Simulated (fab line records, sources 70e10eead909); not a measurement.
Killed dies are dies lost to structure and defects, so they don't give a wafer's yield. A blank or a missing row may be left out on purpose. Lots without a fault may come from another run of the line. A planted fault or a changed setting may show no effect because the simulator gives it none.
fab line records | flow nand_harc
record lots=24 wafers=72 last_day=34
route steps=1302 shown A_STAIRCASE@883 A_SGD_CUT@902 A_WL_FILL@959
lots that met no fault: from a run of the same line without faults
start_h: hours from the record's first day to the start of the lot's first wafer shown | wait_h: hours since the lot's step before | " the same as in the row above | L1.1+2: a row that stands for several wafers | - no value, or no start given | * or withheld: withheld | < > ~ a bound
route shown NAME@n: a module of which the file shows steps, and the number in the route of the first | usual: mean/standard deviation of fault-free wafers | same: alike in all rows | chamber/n: place in a boat | sites: the reading at each site | _std_site: their standard deviation | _edge_site: outer sites' mean less inner sites' | radius_mm: how far each site lies from the wafer's centre | mask NAME#n: copy n | behind: the tool/chamber that last shaped the wafer | hold: why the lot was held/for how many hours/how that ended | device: the transistor (n, p or np) that didn't switch | end of line: the same wafers' tests at the end of the route | a step without rows: its recipe alone | killed: dies lost to structure and defects at the first sort, not the wafer's yield | map: a wafer's dies, x killed, . not, _ none there
set.NAME: the setting as run; set.NAME@STEP: as run at that earlier step | model.NAME: the simulator's own value behind a step, which no gauge read
steps of the route over a sample of lots; a table a step, a row a wafer
services: from which hour (start_h, from the record's first day; less than 0 if before it) a tool's chamber was out of use, for how many hours, and why
## steps
# step NHARC_A_STAIRCASE_ETCHBACK_157
# recipe target_depth_a=900 over_etch_frac=0.3 time_s=167.14 ion_energy_ev=120 ch3f_flow_sccm=50 o2_flow_sccm=30 ar_flow_sccm=200 rf_w=500 bias_w=100 chemistry=CH3F/O2
# usual bias_w=99.98/0.3 drypump_motor_current_A=5.7/0.36 oes_product_au=0.97/0.031 rf_vpp_V=244.5/1.6 showerhead_plenum_p_Torr=2.46/0.1 throttle_valve_pct=20.662/0.009
# columns lot.wafer tool chamber start_h wait_h bias_w drypump_motor_current_A oes_product_au rf_hours_counter_h rf_vpp_V showerhead_plenum_p_Torr throttle_valve_pct
L075.2 rie_diel-08 1 447.30 0.2 99.82 5.6 0.97 17 245.2 2.54 20.646
L075.3 " 0 " " 99.61 5.3 0.98 13 245.3 2.49 20.661
L075.5 " 2 " " 99.91 5.6 0.98 - 243.5 2.41 20.652
L076.1 rie_diel-11 2 455.22 0.1 100.03 5.4 1.01 7 245.1 2.52 20.648
L076.2 " 3 " " 99.82 5.2 1.00 9 246.5 2.59 20.655
L076.5 " 1 " " 99.77 5.1 1.00 - 243.0 2.43 20.659
L074.3 rie_diel-01 0 455.43 0.1 99.47 5.5 0.96 25 247.5 2.65 20.666
L074.5 " 0 " " 99.95 5.4 0.96 - 247.5 2.65 20.671
L074.4 " 2 " " 100.23 6.2 0.96 - 242.8 2.29 20.660
L077.4 rie_diel-11 1 457.98 0.1 100.22 5.1 1.00 5 243.7 2.43 20.664
L077.2 " 2 " " 100.07 5.4 1.01 7 243.9 2.52 20.647
L077.6 " 2 " " 99.84 5.4 1.01 - 243.8 2.52 20.655
L078.2 rie_diel-01 0 458.08 0.2 99.63 5.4 0.93 26 247.6 2.65 20.671
L078.1 " 3 " " 100.46 5.7 0.91 24 243.1 2.37 20.656
L078.4 " 3 " " 99.69 5.7 0.90 - 243.2 2.37 20.665
L080.2 rie_diel-08 0 472.24 0.1 99.91 5.4 1.00 25 245.4 2.49 20.674
L080.4 " 2 " " 100.01 5.6 0.99 30 243.9 2.40 20.655
L080.1 " 3 " " 100.05 5.8 1.00 30 246.1 2.42 20.657
L079.2 rie_diel-01 3 483.49 0.2 100.22 5.7 0.94 29 243.3 2.37 20.668
L079.6 " 0 " " 100.51 5.5 0.96 - 248.0 2.65 20.674
L079.5 " 1 " " 100.17 5.9 0.96 - 244.3 2.48 20.663
L084.3 rie_diel-01 3 523.33 0.2 99.67 5.7 0.98 41 243.5 2.37 20.663
L084.1 " 0 " " 100.14 5.4 0.99 46 247.5 2.64 20.665
L084.5 " 0 " " 100.24 5.4 0.99 - 246.6 2.64 20.656
L082.1 rie_diel-01 0 523.63 0.2 99.36 5.4 0.98 46 245.9 2.64 20.673
L082.5 " 1 " " 99.44 5.9 0.98 - 244.5 2.47 20.654
L082.6 " 2 " " 99.23 6.2 0.98 - 242.9 2.28 20.656
L083.4 rie_diel-01 1 528.29 0.2 100.28 5.9 0.97 49 243.1 2.47 20.659
L083.3 " 3 " " 100.22 5.7 0.93 43 242.6 2.36 20.661
L083.1 " 0 " " 99.66 5.4 0.95 48 247.4 2.64 20.677
L081.2 rie_diel-01 3 528.64 0.3 99.76 5.7 0.95 43 243.5 2.36 20.649
L081.1 " 0 " " 100.29 5.4 0.96 48 245.3 2.64 20.656
L081.4 " 1 " " 100.32 5.9 0.98 49 243.9 2.47 20.669
L086.1 rie_diel-01 3 543.64 0.2 99.63 5.7 0.91 47 242.7 2.36 20.649
L086.5 " 0 " " 100.16 5.4 0.93 - 246.3 2.64 20.665
L086.6 " 1 " " 100.27 5.9 0.92 - 244.7 2.47 20.665
L085.4 rie_diel-08 2 543.68 0.1 100.46 5.6 0.96 59 243.4 2.39 20.652
L085.3 " 0 " " 100.41 5.3 0.94 54 244.7 2.48 20.637
L085.5 " 3 " " 99.72 5.8 0.94 - 243.1 2.41 20.656
L088.1 rie_diel-08 3 566.77 0.2 99.84 5.8 1.01 2 245.0 2.40 20.660
L088.4 " 1 " " 99.87 5.6 1.00 3 245.4 2.52 20.657
L088.6 " 3 " " 99.93 5.8 1.01 - 243.0 2.40 20.674
L089.3 rie_diel-01 1 573.73 0.2 100.13 5.9 1.01 2 244.0 2.47 20.680
L089.2 " 2 " " 99.50 6.2 1.02 2 248.2 2.66 20.659
L089.6 " 0 " " 99.68 5.4 0.98 - 248.2 2.64 20.652
L087.4 rie_diel-08 0 573.91 0.1 99.85 5.3 1.01 7 244.3 2.47 20.662
L087.1 " 2 " " 99.56 5.6 1.01 5 243.2 2.39 20.665
L087.6 " 3 " " 99.98 5.9 1.00 - 244.2 2.40 20.654
L091.3 rie_diel-11 1 594.02 0.1 100.67 5.1 0.92 46 243.7 2.42 20.665
L091.2 " 2 " " 99.81 5.4 0.94 46 245.4 2.51 20.646
L091.1 " 0 " " 100.13 6.6 0.93 49 243.9 2.46 20.666
L090.3 rie_diel-11 0 594.14 0.2 99.67 6.6 0.98 49 245.5 2.46 20.678
L090.1 " 2 " " 99.69 5.4 0.98 46 244.8 2.51 20.673
L090.6 " 0 " " 100.12 6.7 0.98 - 244.0 2.46 20.654
L092.4 rie_diel-01 0 594.33 0.2 100.01 5.4 0.92 11 245.5 2.63 20.656
L092.3 " 1 " " 99.48 5.9 0.92 10 245.5 2.47 20.658
L092.6 " 2 " " 99.96 6.2 0.94 - 248.2 2.66 20.666
L094.1 rie_diel-08 3 616.53 0.1 100.06 5.8 1.00 24 242.9 2.40 20.677
L094.3 " 1 " " 100.26 5.6 0.99 23 244.9 2.52 20.671
L094.4 " 2 " " 99.66 5.6 1.01 23 243.9 2.38 20.660
L093.4 rie_diel-08 1 616.65 0.2 100.17 5.6 0.95 23 245.6 2.52 20.655
L093.2 " 0 " " 99.75 5.3 1.00 24 244.7 2.47 20.652
L093.5 " 2 " " 100.07 5.6 0.95 - 243.4 2.38 20.670
L096.1 rie_diel-11 3 650.89 0.2 99.94 5.2 1.01 7 245.7 2.56 20.656
L096.3 " 0 " " 100.02 6.7 1.01 7 245.3 2.45 20.656
L096.6 " 3 " " 100.25 5.2 1.00 - 246.5 2.56 20.666
L097.2 rie_diel-01 1 651.04 0.2 100.33 5.9 0.99 25 246.5 2.46 20.659
L097.1 " 0 " " 99.75 5.4 0.98 27 246.0 2.63 20.653
L097.5 " 2 " " 100.10 6.2 1.02 - 246.4 2.65 20.653
L095.3 rie_diel-08 2 671.84 0.1 99.81 5.6 0.93 39 243.0 2.38 20.663
L095.4 " 1 " " 100.01 5.5 0.92 43 245.0 2.51 20.678
L095.6 " 2 " " 100.53 5.6 0.93 - 243.8 2.38 20.661
# step NHARC_A_SGD_CUT_OVL_MEAS_10
# usual overlay_x_nm=-0.1/0.7 overlay_y_nm=-0.1/0.99
# columns lot.wafer tool chamber start_h wait_h overlay_x_nm overlay_y_nm
L075.2 overlay-01 - 449.04 - 0.6 -0.6
L075.3 " - " " 0.6 -0.7
L075.5 " - " " 0.7 -0.2
L076.1 overlay-02 - 457.13 - -2.2 -0.4
L076.2 " - " " -2.1 -0.4
L076.5 " - " " -1.4 -0.4
L074.3 overlay-01 - 457.29 - 0.0 -0.5
L074.4 " - " " 0.0 -0.7
L074.5 " - " " -0.3 -0.5
L077.2 overlay-02 - 459.82 - -1.1 -0.7
L077.4 " - " " -1.0 -0.7
L077.6 " - " " -1.5 -1.0
L078.1 overlay-01 - 460.14 - -0.4 0.1
L078.2 " - " " -0.5 0.3
L078.4 " - " " -0.6 0.0
L080.1 overlay-02 - 473.89 - -0.2 1.6
L080.2 " - " " 0.6 1.3
L080.4 " - " " -0.2 1.7
L079.2 overlay-02 - 485.21 - -0.7 0.5
L079.5 " - " " -0.9 -0.1
L079.6 " - " " -0.4 -0.1
L084.1 overlay-02 - 525.12 - -0.1 -0.2
L084.3 " - " " 0.5 -0.9
L084.5 " - " " -0.3 -0.7
L082.1 overlay-01 - 525.35 - 0.3 1.4
L082.5 " - " " 0.9 1.2
L082.6 " - " " 1.0 1.0
L083.1 overlay-01 - 529.94 - -0.2 -0.3
L083.3 " - " " 0.8 -0.4
L083.4 " - " " -0.4 -0.5
L081.1 overlay-01 - 530.40 - 0.4 2.2
L081.2 " - " " 0.6 1.8
L081.4 " - " " -0.2 1.9
L086.1 overlay-01 - 545.38 - 0.4 0.9
L086.5 " - " " 0.5 1.0
L086.6 " - " " -0.2 0.9
L085.3 overlay-02 - 545.61 - 0.0 -0.6
L085.4 " - " " 0.5 -0.8
L085.5 " - " " -0.2 -0.2
L088.1 overlay-01 - 568.40 - 0.3 -1.8
L088.4 " - " " 0.0 -1.1
L088.6 " - " " 0.0 -1.3
L089.2 overlay-01 - 575.36 - -0.2 0.6
L089.3 " - " " 0.4 0.4
L089.6 " - " " 0.6 0.7
L087.1 overlay-02 - 575.67 - 0.6 -0.2
L087.4 " - " " 1.0 -0.1
L087.6 " - " " 1.1 -0.5
L091.1 overlay-01 - 595.84 - 0.4 -0.7
L091.2 " - " " 0.1 -1.5
L091.3 " - " " 0.8 -1.3
L090.1 overlay-02 - 595.99 - 0.7 0.7
L090.3 " - " " 0.3 0.2
L090.6 " - " " 0.0 -0.2
L092.3 overlay-01 - 596.15 - 0.8 0.1
L092.4 " - " " 0.7 0.9
L092.6 " - " " 0.5 0.5
L093.2 overlay-02 - 618.53 - -0.5 -0.2
L093.4 " - " " -0.3 -0.9
L093.5 " - " " 0.0 -0.7
L094.1 overlay-01 - 618.69 - -1.3 -0.4
L094.3 " - " " -1.2 -1.0
L094.4 " - " " -2.0 -1.0
L096.1 overlay-01 - 652.65 - -0.7 0.6
L096.3 " - " " -1.2 0.3
L096.6 " - " " -1.2 0.4
L097.1 overlay-01 - 652.81 - 0.1 0.7
L097.2 " - " " 0.3 -0.1
L097.5 " - " " 0.0 0.9
L095.3 overlay-02 - 673.62 - -0.1 -1.5
L095.4 " - " " -0.3 -1.4
L095.6 " - " " -0.7 -1.8
# step NHARC_A_WL_FILL_STRIP_27
# recipe power_w=1500 temp_c=250 time_s=20 chemistry=N2/H2
# usual drypump_motor_current_A=5.5/0.52 heater_power_w=340/31
# columns lot.wafer tool chamber start_h wait_h drypump_motor_current_A heater_power_w rf_hours_counter_h
L075.2 plasma_asher-01 0 479.78 0.1 5.8 313 27
L075.3 " 0 " " 5.8 318 -
L075.5 " 0 " " 5.8 322 -
L076.2 plasma_asher-01 0 483.90 0.2 5.8 315 27
L076.1 " 1 " " 4.7 374 27
L076.5 " 1 " " 4.7 379 -
L074.4 plasma_asher-02 0 484.04 0.1 6.1 327 -
L074.3 " 1 " " 5.5 317 -
L074.5 " 1 " " 5.5 323 -
L078.2 plasma_asher-02 0 492.06 0.6 6.1 313 14
L078.1 " 1 " " 5.5 316 14
L078.4 " 1 " " 5.5 313 -
L077.2 plasma_asher-01 0 492.42 0.8 5.8 316 29
L077.4 " 1 " " 4.7 383 -
L077.6 " 0 " " 5.8 311 -
L080.2 plasma_asher-02 1 501.84 0.1 5.5 321 17
L080.1 " 0 " " 6.1 322 17
L080.4 " 0 " " 6.1 314 -
L079.2 plasma_asher-02 1 513.33 0.2 5.5 311 18
L079.6 " 0 " " 6.1 320 -
L079.5 " 1 " " 5.5 310 -
L084.1 plasma_asher-02 0 551.89 0.2 6.1 319 28
L084.3 " 1 " " 5.5 312 -
L084.5 " 1 " " 5.5 315 -
L082.1 plasma_asher-01 1 551.98 0.1 4.7 388 5
L082.6 " 0 " " 5.8 326 -
L082.5 " 1 " " 4.7 388 -
L083.1 plasma_asher-01 0 557.50 0.2 5.8 328 5
L083.4 " 0 " " 5.8 328 -
L083.3 " 1 " " 4.7 392 -
L081.1 plasma_asher-01 0 560.30 0.2 5.8 329 5
L081.2 " 1 " " 4.7 406 5
L081.4 " 0 " " 5.8 328 -
L086.1 plasma_asher-01 0 573.69 0.2 5.8 328 9
L086.6 " 1 " " 4.7 408 -
L086.5 " 0 " " 5.8 329 -
L085.3 plasma_asher-02 0 573.71 0.1 6.1 328 -
L085.4 " 1 " " 5.5 318 -
L085.5 " 1 " " 5.5 318 -
L088.1 plasma_asher-01 0 598.74 0.1 5.8 326 14
L088.4 " 0 " " 5.8 317 -
L088.6 " 1 " " 4.7 392 -
L089.2 plasma_asher-01 1 606.67 0.1 4.8 399 15
L089.3 " 1 " " 4.7 394 -
L089.6 " 0 " " 5.8 332 -
L087.1 plasma_asher-01 0 611.49 0.1 5.8 332 16
L087.4 " 1 " " 4.7 396 -
L087.6 " 0 " " 5.8 329 -
L091.2 plasma_asher-02 0 624.15 0.1 6.1 335 2
L091.1 " 1 " " 5.5 312 2
L091.3 " 1 " " 5.5 310 -
L090.1 plasma_asher-01 1 627.79 0.1 4.7 390 19
L090.3 " 0 " " 5.8 325 -
L090.6 " 1 " " 4.7 400 -
L092.4 plasma_asher-02 1 632.20 0.1 5.5 312 -
L092.3 " 0 " " 6.1 345 -
L092.6 " 0 " " 6.1 344 -
L094.1 plasma_asher-01 0 644.88 0.1 5.8 329 21
L094.3 " 1 " " 4.7 400 -
L094.4 " 0 " " 5.8 329 -
L093.2 plasma_asher-02 1 645.17 0.1 5.5 313 7
L093.4 " 0 " " 6.1 339 -
L093.5 " 0 " " 6.1 333 -
L097.2 plasma_asher-02 1 683.34 0.1 5.5 314 13
L097.1 " 0 " " 6.1 339 13
L097.5 " 1 " " 5.5 313 -
L096.1 plasma_asher-02 1 687.77 0.3 5.5 310 15
L096.3 " 0 " " 6.1 337 -
L096.6 " 1 " " 5.5 316 -
L095.4 plasma_asher-02 0 700.93 0.2 6.1 338 -
L095.3 " 1 " " 5.5 309 -
L095.6 " 1 " " 5.5 316 -
# step NHARC_A_WL_FILL_ETCHBACK_16
# recipe target_depth_a=1200 time_s=24 c4f8_flow_sccm=withheld o2_flow_sccm=8 ar_flow_sccm=withheld rf_w=600 bias_w=800 chemistry=C4F8/O2/Ar
# usual bias_w=799.5/2.8 oes_product_au=0.98/0.033 rf_vpp_V=725/4.3
# columns lot.wafer tool chamber start_h wait_h bias_w oes_product_au rf_hours_counter_h rf_vpp_V
L076.1 rie_diel-13 1 - - 797.2 1.02 8.0 723
L076.2 " 2 " " 800.2 0.99 8.0 729
L076.5 " 0 " " 803.3 1.00 - 729
L075.2 rie_diel-02 3 - - 795.9 0.99 2.1 721
L075.3 " 1 " " 803.3 1.00 2.1 730
L075.5 " 2 " " 798.2 0.99 - 728
L074.3 rie_diel-13 1 - - 802.5 1.00 8.0 726
L074.4 " 2 " " 799.8 0.99 8.0 731
L074.5 " 2 " " 799.4 0.99 - 731
L077.4 rie_diel-13 0 - - 793.7 0.93 8.9 727
L077.2 " 2 " " 804.0 0.94 8.2 729
L077.6 " 0 " " 792.7 0.94 - 729
L078.4 rie_diel-02 0 - - 799.3 0.92 2.6 725
L078.1 " 1 " " 802.8 0.94 2.5 730
L078.2 " 2 " " 793.7 0.92 2.5 727
L080.4 rie_diel-13 3 - - 801.9 1.01 9.2 716
L080.2 " 0 " " 800.2 1.00 9.3 729
L080.1 " 1 " " 799.1 1.01 8.5 725
L079.2 rie_diel-02 3 - - 794.3 1.00 3.4 721
L079.6 " 0 " " 794.3 1.01 - 723
L079.5 " 1 " " 798.5 1.01 - 730
L084.3 rie_diel-09 2 - - 796.1 0.91 1.4 720
L084.1 " 3 " " 800.0 0.91 1.4 727
L084.5 " 2 " " 796.4 0.91 - 720
L082.1 rie_diel-09 2 - - 798.3 0.95 1.4 719
L082.5 " 3 " " 796.9 0.94 - 727
L082.6 " 0 " " 795.2 0.95 - 729
L083.1 rie_diel-09 0 - - 799.6 1.00 2.2 730
L083.3 " 1 " " 799.4 1.00 2.0 723
L083.4 " 3 " " 807.4 0.98 1.9 725
L081.2 rie_diel-13 0 - - 799.6 0.98 2.5 726
L081.1 " 2 " " 806.0 1.00 1.7 731
L081.4 " 3 " " 802.8 1.02 2.4 716
L085.4 rie_diel-02 3 - - 801.6 1.01 0 723
L085.3 " 0 " " 796.4 1.00 0 725
L085.5 " 1 " " 799.7 1.00 - 730
L086.1 rie_diel-13 3 - - 804.2 1.01 3.4 716
L086.6 " 3 " " 803.4 1.01 - 716
L086.5 " 0 " " 796.0 0.99 - 729
L088.4 rie_diel-13 3 - - 800.8 1.00 4.0 716
L088.1 " 0 " " 798.3 0.99 4.1 728
L088.6 " 2 " " 799.2 0.99 - 729
L089.3 rie_diel-02 3 - - 804.5 1.01 0.8 723
L089.2 " 0 " " 800.0 1.00 0.7 725
L089.6 " 3 " " 801.2 1.02 - 723
L087.1 rie_diel-09 3 - - 802.0 0.98 3.5 725
L087.4 " 0 " " 798.4 1.00 3.7 729
L087.6 " 3 " " 802.4 0.99 - 725
L091.1 rie_diel-13 3 - - 797.0 0.96 5.4 716
L091.2 " 0 " " 794.0 0.94 4.6 730
L091.3 " 1 " " 798.5 0.96 5.1 725
L090.3 rie_diel-02 3 - - 798.0 0.96 1.5 724
L090.1 " 0 " " 802.2 0.96 1.3 724
L090.6 " 1 " " 794.6 0.95 - 731
L092.3 rie_diel-09 2 - - 801.1 0.99 4.0 720
L092.4 " 3 " " 802.0 0.98 4.3 725
L092.6 " 1 " " 801.3 1.00 - 723
L093.4 rie_diel-02 0 - - 797.9 0.93 1.6 725
L093.2 " 1 " " 796.6 0.92 1.4 730
L093.5 " 2 " " 799.4 0.92 - 727
L094.4 rie_diel-09 1 - - 797.9 0.92 4.3 725
L094.1 " 2 " " 795.5 0.92 4.3 719
L094.3 " 3 " " 802.1 0.92 4.6 725
L097.1 rie_diel-09 2 - - 801.5 0.99 0.1 720
L097.2 " 1 " " 800.8 1.00 0.1 723
L097.5 " 3 " " 796.4 0.99 - 726
L096.3 rie_diel-02 0 - - 799.9 1.01 2.8 725
L096.1 " 2 " " 798.7 1.00 2.9 728
L096.6 " 0 " " 802.3 1.00 - 724
L095.4 rie_diel-13 3 - - 799.4 1.01 0 716
L095.3 " 0 " " 799.5 1.01 0.8 728
L095.6 " 0 " " 799.3 1.01 - 727
# step NHARC_A_WL_FILL_ALD_19
# recipe target_thk_a=20 pulse_time_s=3 ald_cycles=100 temp_c=450 material=TiN
# usual heater_power_w=1101/110 precursor_pulse_height_rel=1.000/0.021
# same ald_cycles=100
# columns lot.wafer tool chamber start_h wait_h heater_power_w precursor_pulse_height_rel
L076.2 ald_metal-03 2 496.61 0.1 1140 1.008
L076.1 " 3 " " 1149 1.006
L076.5 " 1 " " 889 1.004
L075.2 ald_metal-02 3 496.61 0.1 1035 0.982
L075.3 " 0 " " 1008 0.978
L075.5 " 0 " " 994 0.994
L074.3 ald_metal-02 0 501.56 0.1 995 1.016
L074.4 " 1 " " 1189 1.006
L074.5 " 1 " " 1190 0.995
L078.1 ald_metal-03 1 507.37 0.1 890 1.000
L078.4 " 3 " " 1138 0.994
L078.2 " 0 " " 1186 0.994
L077.2 ald_metal-04 1 507.41 0.1 915 1.013
L077.4 " 2 " " 1100 1.009
L077.6 " 1 " " 954 1.009
L080.2 ald_metal-04 2 517.57 0.1 1068 0.990
L080.4 " 3 " " 1229 1.011
L080.1 " 0 " " 1202 0.997
L079.2 ald_metal-04 2 528.57 0.1 1080 1.017
L079.6 " 2 " " 1096 0.998
L079.5 " 3 " " 1259 0.971
L084.1 ald_metal-04 3 567.46 0.1 1280 0.998
L084.3 " 0 " " 1206 1.036
L084.5 " 0 " " 1206 1.010
L082.1 ald_metal-02 2 570.75 0.1 1217 1.008
L082.6 " 2 " " 1213 0.975
L082.5 " 3 " " 1050 0.994
L081.2 ald_metal-02 0 575.71 0.1 1009 1.014
L081.4 " 1 " " 1227 0.962
L081.1 " 2 " " 1263 0.984
L083.3 ald_metal-04 1 575.72 0.1 973 0.996
L083.1 " 2 " " 1109 1.009
L083.4 " 0 " " 1214 0.963
L085.4 ald_metal-03 0 589.66 0.1 1176 1.011
L085.3 " 1 " " 900 1.041
L085.5 " 3 " " 1142 0.990
L086.1 ald_metal-02 3 592.48 0.1 1040 0.969
L086.5 " 3 " " 1030 0.989
L086.6 " 0 " " 1017 1.034
L088.1 ald_metal-03 1 614.50 0.1 905 0.994
L088.4 " 0 " " 1156 0.987
L088.6 " 2 " " 1117 1.000
L089.2 ald_metal-02 1 621.98 0.1 1144 1.000
L089.3 " 2 " " 1184 0.992
L089.6 " 3 " " 1050 0.987
L087.4 ald_metal-04 3 627.14 0.1 1233 0.995
L087.1 " 2 " " 1080 1.004
L087.6 " 3 " " 1226 1.019
L091.2 ald_metal-03 0 639.33 0.1 1140 0.980
L091.1 " 1 " " 889 0.988
L091.3 " 2 " " 1167 0.958
L090.1 ald_metal-04 0 643.40 0.1 1220 1.009
L090.3 " 1 " " 972 0.966
L090.6 " 0 " " 1180 1.022
L092.3 ald_metal-04 2 647.96 0.1 1098 1.031
L092.4 " 0 " " 1216 0.989
L092.6 " 2 " " 1118 1.002
L093.2 ald_metal-02 3 660.94 0.1 1046 1.010
L093.4 " 2 " " 1220 0.984
L093.5 " 0 " " 949 1.015
L094.4 ald_metal-03 2 660.95 0.1 1128 1.018
L094.3 " 3 " " 1126 0.947
L094.1 " 0 " " 1163 1.034
L097.2 ald_metal-03 2 699.14 0.1 1112 0.978
L097.1 " 3 " " 1134 1.008
L097.5 " 2 " " 1153 0.993
L096.1 ald_metal-03 3 703.57 0.1 1135 1.003
L096.3 " 0 " " 1163 1.006
L096.6 " 3 " " 1159 1.023
L095.3 ald_metal-02 3 717.57 0.1 1081 1.045
L095.4 " 1 " " 1151 0.983
L095.6 " 3 " " 1053 0.991
# step NHARC_A_WL_FILL_INSPECT_15
# usual raw_defect_count=492/120
# columns lot.wafer tool chamber start_h wait_h raw_defect_count
L076.1 defect_inspect-01 - 497.48 0.0 648
L076.2 " - " " 572
L076.5 " - " " 488
L075.2 defect_inspect-02 - 497.53 0.0 351
L075.3 " - " " 418
L075.5 " - " " 339
L074.3 defect_inspect-01 - 502.41 0.0 645
L074.4 " - " " 550
L074.5 " - " " 692
L078.1 defect_inspect-02 - 508.23 0.0 311
L078.2 " - " " 399
L078.4 " - " " 355
L077.2 defect_inspect-01 - 508.24 0.0 413
L077.4 " - " " 503
L077.6 " - " " 430
L080.1 defect_inspect-02 - 518.42 0.0 316
L080.2 " - " " 270
L080.4 " - " " 302
L079.2 defect_inspect-02 - 529.41 0.0 459
L079.5 " - " " 469
L079.6 " - " " 587
L084.1 defect_inspect-02 - 568.33 0.0 344
L084.3 " - " " 362
L084.5 " - " " 445
L082.1 defect_inspect-01 - 571.61 0.0 585
L082.5 " - " " 494
L082.6 " - " " 591
L081.1 defect_inspect-02 - 576.56 0.0 526
L081.2 " - " " 504
L081.4 " - " " 676
L083.1 defect_inspect-01 - 576.59 0.0 533
L083.3 " - " " 681
L083.4 " - " " 609
L085.3 defect_inspect-02 - 590.52 0.0 599
L085.4 " - " " 508
L085.5 " - " " 487
L086.1 defect_inspect-01 - 593.34 0.0 413
L086.5 " - " " 565
L086.6 " - " " 437
L088.1 defect_inspect-02 - 615.36 0.0 598
L088.4 " - " " 374
L088.6 " - " " 549
L089.2 defect_inspect-01 - 622.79 0.0 617
L089.3 " - " " 420
L089.6 " - " " 532
L087.1 defect_inspect-01 - 628.12 0.0 358
L087.4 " - " " 426
L087.6 " - " " 481
L091.1 defect_inspect-02 - 640.38 0.0 400
L091.2 " - " " 374
L091.3 " - " " 416
L090.1 defect_inspect-02 - 644.23 0.0 494
L090.3 " - " " 525
L090.6 " - " " 586
L092.3 defect_inspect-01 - 648.80 0.0 597
L092.4 " - " " 419
L092.6 " - " " 499
L094.1 defect_inspect-02 - 661.78 0.0 412
L094.3 " - " " 302
L094.4 " - " " 571
L093.2 defect_inspect-01 - 661.81 0.0 375
L093.4 " - " " 431
L093.5 " - " " 403
L097.1 defect_inspect-01 - 700.02 0.1 562
L097.2 " - " " 703
L097.5 " - " " 446
L096.1 defect_inspect-01 - 704.43 0.0 503
L096.3 " - " " 633
L096.6 " - " " 605
L095.3 defect_inspect-02 - 718.42 0.0 544
L095.4 " - " " 500
L095.6 " - " " 583
## services
# columns tool chamber start_h hours kind
plasma_asher-02 - 426.00 9.0 pm
ald_metal-02 - 432.00 10.0 pm
rie_diel-08 0 432.64 2.7 repair
rie_diel-01 3 461.79 1.3 repair
ald_metal-04 - 474.00 10.0 pm
rie_diel-01 3 474.99 5.7 repair
rie_diel-08 1 481.25 4.0 repair
plasma_asher-01 - 519.00 9.0 pm
rie_diel-13 - 519.00 9.0 pm
rie_diel-13 1 529.79 1.5 repair
rie_diel-13 1 545.22 1.7 repair
rie_diel-13 2 549.72 9.2 repair
rie_diel-01 - 557.90 9.0 pm
rie_diel-13 2 573.79 8.5 repair
rie_diel-01 - 591.56 0.6 repair
plasma_asher-02 - 603.15 9.0 pm
rie_diel-13 0 613.44 7.1 repair
rie_diel-13 - 674.40 0.7 repair
plasma_asher-01 - 683.56 3.4 repair
rie_diel-01 3 694.14 21.7 repair
rie_diel-13 - 696.00 9.0 pm
plasma_asher-01 - 696.22 9.0 pm
rie_diel-01 0 704.05 3.3 repair
rie_diel-01 0 714.89 28.9 repair
## key
fault none
